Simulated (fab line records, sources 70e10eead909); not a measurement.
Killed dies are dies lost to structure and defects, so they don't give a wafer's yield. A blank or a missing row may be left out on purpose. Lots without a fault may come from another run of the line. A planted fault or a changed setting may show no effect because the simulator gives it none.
Chamber matching | flow nand_harc | NHARC_P_GATE_DEP_103 on pecvd-02: 3 sister chambers
The step deposits SiON, target thk 30 nm. 6 wafers are shown with their chamber, then 12 later ones without.

WAFERS WITH THEIR CHAMBER
wafer  | chamber | heater_power_w (W)
L090.1 | 2       | 776
L090.3 | 1       | 862
L090.6 | 0       | 576
L092.1 | 1       | 807
L092.2 | 0       | 542
L092.5 | 2       | 758

WAFERS WITHOUT THEIR CHAMBER
wafer  | heater_power_w (W)
L093.3 | 777
L093.5 | 600
L093.6 | 779
L095.2 | 778
L095.5 | 778
L095.6 | 658
L096.2 | 728
L096.3 | 750
L096.4 | 739
L096.1 | 626
L096.5 | 737
L096.6 | 626

WHICH CHAMBER EACH WENT THROUGH
wafer  | from the rows above     | in truth
L093.3 | can't be placed: 2 or 1 | 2
L093.5 | 0                       | 0
L093.6 | can't be placed: 2 or 1 | 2
L095.2 | can't be placed: 2 or 1 | 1
L095.5 | can't be placed: 2 or 1 | 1
L095.6 | can't be placed: 0 or 2 | 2
L096.2 | 2                       | 2
L096.3 | 2                       | 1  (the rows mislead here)
L096.4 | 2                       | 2
L096.1 | 0                       | 0
L096.5 | 2                       | 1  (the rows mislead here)
L096.6 | 0                       | 0
Placed correctly: 5 of 12. Can't be placed from these rows: 5 (the true chamber is among the candidates in 5). Placed wrongly: 2.
How it was worked out, from the rows above alone: a wafer's distance from a chamber is the root of the sum, over the readings, of the square of ((its reading less the chamber's mean) divided by the reading's scatter). The wafer belongs to the nearest chamber; if the next one is less than 2 further off, it can't be placed. A chamber's mean is the mean of its shown wafers. The scatter: the root of (the sum of the squares of (reading less its chamber's mean) over the shown wafers, divided by (wafers less chambers)).
